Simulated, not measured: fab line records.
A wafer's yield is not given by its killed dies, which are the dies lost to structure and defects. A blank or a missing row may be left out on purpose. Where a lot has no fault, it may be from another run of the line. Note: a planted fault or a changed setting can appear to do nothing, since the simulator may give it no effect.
Matching of chambers | flow nand harc | rie diel-12 running NHARC_A_SGD_CUT_DESCUM_14: 4 sister chambers
The step chemistry O2, time 3 s. 8 wafers are shown with their chamber, then 11 later ones without.

== EACH WAFER AND ITS CHAMBER ==
wafer  | chamber | showerhead plenum p Torr (Torr) | drypump motor current A (A)
L076.6 | 2       | 2.01                            | 6.4
L091.6 | 1       | 1.84                            | 5.4
L091.1 | 2       | 2.00                            | 6.4
L091.3 | 3       | 1.96                            | 6.4
L093.2 | 3       | 1.96                            | 6.4
L093.3 | 0       | 1.78                            | 5.9
L093.4 | 1       | 1.84                            | 5.5
L097.3 | 0       | 1.78                            | 5.9

== WAFERS WITH NO CHAMBER GIVEN ==
wafer  | showerhead plenum p Torr (Torr) | drypump motor current A (A)
L097.4 | 1.83                            | 5.4
L097.6 | 1.83                            | 5.5
L097.1 | 1.96                            | 6.3
L097.2 | 2.00                            | 6.4
L097.5 | 1.78                            | 5.9
L096.1 | 2.00                            | 6.4
L096.2 | 1.95                            | 6.4
L096.6 | 1.95                            | 6.4
L096.3 | 1.78                            | 5.9
L096.4 | 1.83                            | 5.4
L096.5 | 2.00                            | 6.4

== CHAMBER TAKEN BY EACH ==
wafer  | from the rows above | in truth
L097.4 | 1                   | 1
L097.6 | 1                   | 1
L097.1 | 3                   | 3
L097.2 | 2                   | 2
L097.5 | 0                   | 0
L096.1 | 2                   | 2
L096.2 | 3                   | 3
L096.6 | 3                   | 3
L096.3 | 0                   | 0
L096.4 | 1                   | 1
L096.5 | 2                   | 2
Correctly placed: 11 of 11. Left unplaced by these rows: 0. Number placed wrongly: 0.
How it was worked out, from the rows above alone: a wafer's distance from a chamber is the root of the sum, over the readings, of the square of ((its reading less the chamber's mean) divided by the reading's scatter). If the next closest chamber is less than 2 further off than the closest, the wafer can't be placed; otherwise it belongs to the closest. A chamber's mean is the mean of its shown wafers. The scatter: the root of (the sum of the squares of (reading less its chamber's mean) over the shown wafers, divided by (wafers less chambers)).
